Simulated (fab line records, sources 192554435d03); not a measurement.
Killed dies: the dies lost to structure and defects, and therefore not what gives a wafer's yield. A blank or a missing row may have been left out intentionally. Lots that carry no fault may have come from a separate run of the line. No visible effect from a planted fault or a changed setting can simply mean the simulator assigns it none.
The tool behind it: which one?	flow n5_finfet	route of 1938 steps, sampled at 1 step: 7 lots, 20 wafers

## WHAT THE GAUGES SHOWED, per wafer
N5_BEOL_M1_THK_MEAS_01.
lot	measured	on	M1_ILD_THK (nm)
L239	day 7 05:26	film_metro-02	78.6 79.0 80.4
L244	day 7 11:17	film_metro-01	78.6 76.2 79.4
L252	day 9 20:06	film_metro-01	78.7 77.6 79.7
L256	day 10 06:03	film_metro-01	78.6 80.1 77.7
L257	day 10 23:16	film_metro-02	77.5 78.6 79.2
L260	day 11 11:40	film_metro-02	77.6 81.1
L261	day 11 20:51	film_metro-01	76.2 79.4 80.2

## TOOL THAT RAN EACH LOT (tool first, then ch and the chambers of the sampled wafers, then the start)
Record: no process step prior to these readings.

## THE ANSWER, worked out from the rows above alone
Rule: the usual values come from the lots themselves. The widest of any qualifying gaps counts: lots, ordered by their means at a reading, are off when they make up no more than a third of the lots, leave a main group of 4 or more, and stand apart from it by 3 or more times the standard deviation of that group's means. The tables above print the reading to a certain number of digits; a main group whose means all agree to those digits is not used. A lot without any number at a reading at which 4 lots or more have one is off too. Any other lot the step has rows for is counted as sound.
Nothing can be told from this: no lot is off at any reading shown.

## WHAT HAD BEEN PUT IN BY THE SIMULATOR
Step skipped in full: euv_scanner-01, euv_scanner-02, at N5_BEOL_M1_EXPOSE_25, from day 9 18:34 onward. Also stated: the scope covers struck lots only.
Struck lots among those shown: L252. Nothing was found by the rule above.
